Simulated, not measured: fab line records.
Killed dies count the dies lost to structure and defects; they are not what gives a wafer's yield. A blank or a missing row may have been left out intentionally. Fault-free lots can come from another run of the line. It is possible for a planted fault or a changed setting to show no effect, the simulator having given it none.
Split-lot trial ; flow n5Finfet ; 21 wafers read across 7 lots, on a route 1938 steps long

THE SPLIT ITSELF
At N5_BEOL_M8_VIA_ETCH_34 (etches SiCOH lowk in C4F6/O2, target depth 125.5 nm, time 50.5 s), the setting biasW was moved away from the recipe's 185 W on 10 of the 21 wafers read, by -15.0% to +11.8%. All remaining wafers had this setting at the recipe value.

The split's own step is where the reading is taken.

THE READING
rfVppV, in V, at N5_BEOL_M8_VIA_ETCH_34 (etches SiCOH lowk in C4F6/O2, target depth 125.5 nm, time 50.5 s). A value of 670 V with a standard deviation of 7 V is what fault-free wafers of this fab line usually give.

wafer;tool, chamber at the split;biasW as run, W;against the recipe;rfVppV, V;against lot-mates on the recipe
L075.3;rieDiel-02, 0;206.9;+11.8%;732;no lot-mate on the recipe
L075.4;rieDiel-02, 2;206.9;+11.8%;741;no lot-mate on the recipe
L075.6;rieDiel-02, 2;206.9;+11.8%;741;no lot-mate on the recipe
L081.2;rieDiel-02, 0;157.3;-15.0%;589;no lot-mate on the recipe
L081.3;rieDiel-02, 3;157.3;-15.0%;589;no lot-mate on the recipe
L081.4;rieDiel-02, 1;157.3;-15.0%;590;no lot-mate on the recipe
L083.2;rieDiel-05, 2;194;+4.9%;697;+34
L083.3;rieDiel-05, 0;185;recipe;663;-
L083.5;rieDiel-05, 3;194;+4.9%;694;+31
L087.1;rieDiel-05, 1;185;recipe;682;-
L087.2;rieDiel-05, 0;185;recipe;661;-
L087.5;rieDiel-05, 1;185;recipe;682;-
L089.2;rieDiel-06, 2;185;recipe;666;-
L089.3;rieDiel-06, 1;185;recipe;674;-
L089.4;rieDiel-06, 3;185;recipe;677;-
L091.3;rieDiel-05, 1;200.9;+8.6%;728;+58
L091.5;rieDiel-05, 3;185;recipe;669;-
L091.6;rieDiel-05, 2;185;recipe;670;-
L097.3;rieDiel-02, 1;185;recipe;668;-
L097.4;rieDiel-02, 3;185;recipe;669;-
L097.5;rieDiel-02, 1;171.4;-7.4%;630;-38

FIT RESULTS
A straight line over all 21 wafers: rfVppV changes by +5.58 V for each +1% of biasW; r = +0.99; the points scatter about the line by 5.9 V.
The same after taking each lot's own level away (the mean of its wafers on the recipe; 15 wafers): +6.22 V for each +1%; r = +0.97; scatter 5.8 V.
According to that fit, moving biasW by its largest amount changes the reading by 93 V.
The lots' own levels span 663.0 to 675.0 V, that is 1.7 times the standard deviation above.
Hence the slope depends on the lot-to-lot level, as the two fits are not the same.
Check: for one of the wafers moved furthest among these (+8.6%), held out of the fit, the line's prediction against its lot-mates is +51.5 V. It came out at +58.5 V against them.
Tool readings at the split's step, against how far the setting was moved: rfVppV r = +0.99.

THESE WAFERS: OTHER SPLITS
These wafers also went through other splits before the reading. Each is held against what the fit with the lots' levels taken away leaves over:
other split on the same wafers;wafers away from the commonest value;r with rfVppV (lot level and that fit taken away)
N5_BEOL_M4_DESCUM_33 timeS;9;-0.25
N5_BEOL_M4_TRENCH_ETCH_37 timeS;4;+0.03
N5_BEOL_M5_ETCH_68 timeS;7;+0.29
N5_BEOL_M5_TRENCH_ETCH_37 biasW;6;+0.09
N5_BEOL_M6_ETCH_66 biasW;6;-0.14
N5_BEOL_M6_DEP_56 timeS;9;+0.04
N5_BEOL_M8_PECVD_70 timeS;10;-0.01

FILE'S OWN FIT
rfVppV changes by +6.24 V for each +1% of biasW, r = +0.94.
